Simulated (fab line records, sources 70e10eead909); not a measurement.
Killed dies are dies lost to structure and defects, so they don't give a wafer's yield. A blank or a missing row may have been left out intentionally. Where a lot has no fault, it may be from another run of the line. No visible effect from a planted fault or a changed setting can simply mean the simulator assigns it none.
2 desks looking at one fault	flow nand_harc	every desk sees just its own numbers, and what lay behind them comes last

AT THE METROLOGY DESK
Lot by lot, what the gauges showed, no matter which tool ran the lot: averages of those sampled wafers that carry a number. Any lot whose mean is over 4 standard deviations away from the usual mean is out of limits and marked OUT; that distance is given in the brackets.
Columns: A = overlay_x_nm at NHARC_A_M0_OVL_MEAS_10, usual 0.0 nm; B = overlay_y_nm at NHARC_A_M0_OVL_MEAS_10, usual -0.1 nm
lot	first seen here	A	B
L474	day 18 01:08	-0.1	-1.2
L475	day 19 07:25	-0.1	0.8
L477	day 19 14:17	-0.7	-0.4
L479	day 19 19:43	0.5	-1.3
L478	day 19 19:53	1.5	0.4
L480	day 20 05:00	-1.0	1.8
L481	day 20 10:52	-1.3	0.6
L488	day 21 22:06	-0.4	0.3
L489	day 22 10:43	1.6	-0.2
L491	day 22 18:29	1.0	0.0
L493	day 22 19:35	0.5	0.5
L492	day 23 01:08	-0.3	-0.3
L494	day 23 16:32	0.2	-0.3
This desk found nothing out of limits on any of the 13 lots.

FOR THE TOOL OWNER'S DESK: rie_diel-03
The tool's own readings at NHARC_A_M0_ETCH_34 (etches the open film in N2/H2, target depth 40 nm, overetch 12 nm, time 43.94 s): means of the sampled wafers that have a number, for each lot that ran on this tool. Any lot whose mean is over 4 standard deviations away from the usual mean is out of limits and marked OUT; that distance is given in the brackets.
Columns: A = bias_w at NHARC_A_M0_ETCH_34, usual 150.0 W; B = drypump_motor_current_A at NHARC_A_M0_ETCH_34, usual 5.8 A; C = oes_product_au at NHARC_A_M0_ETCH_34, usual 0.997 a.u.; D = rf_vpp_V at NHARC_A_M0_ETCH_34, usual 431.3 V; E = showerhead_plenum_p_Torr at NHARC_A_M0_ETCH_34, usual 2.07 Torr; F = throttle_valve_pct at NHARC_A_M0_ETCH_34, usual 14.171 %
lot	first seen here	A	B	C	D	E	F
L474	day 18 01:19	150.2	5.6	1.003	430.5	2.03	14.172
L475	day 19 07:37	150.4	5.5	1.007	428.9	2.00	14.167
L479	day 19 19:55	149.7	5.4	0.999	429.1	1.98	14.176
L480	day 20 05:11	150.0	5.9	0.992	431.2	2.06	14.162
L488	day 21 22:17	150.1	5.2	0.934 (-6.6) OUT	428.4	1.95	14.167
L489	day 22 10:55	149.7	5.8	0.910 (-9.1) OUT	430.1	2.02	14.173
Finding of this desk: L488, L489 out of limits; the first was L488 at day 21 22:17, on oes_product_au at NHARC_A_M0_ETCH_34. In limits: L474, L475, L479, L480.

PUT TOGETHER
The tool owner's desk could have raised an alarm at day 21 22:17, on L488, L489.
Nothing out of limits was seen by the metrology desk.
The metrology desk holds a record of L488, L489, inside its limits.
Of the lots named, all ran NHARC_A_M0_ETCH_34 on rie_diel-03.

WHAT WAS PUT IN BY THE SIMULATOR
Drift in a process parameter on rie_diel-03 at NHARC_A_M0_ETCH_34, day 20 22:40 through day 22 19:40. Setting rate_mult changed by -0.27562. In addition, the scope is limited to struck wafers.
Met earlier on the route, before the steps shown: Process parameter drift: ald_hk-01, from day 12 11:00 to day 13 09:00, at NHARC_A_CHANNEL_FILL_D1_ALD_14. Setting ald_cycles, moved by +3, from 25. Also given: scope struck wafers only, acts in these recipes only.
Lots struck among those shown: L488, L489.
Time in hours from fault onset to the first out-of-limits reading at each desk: the tool owner's desk, 24.
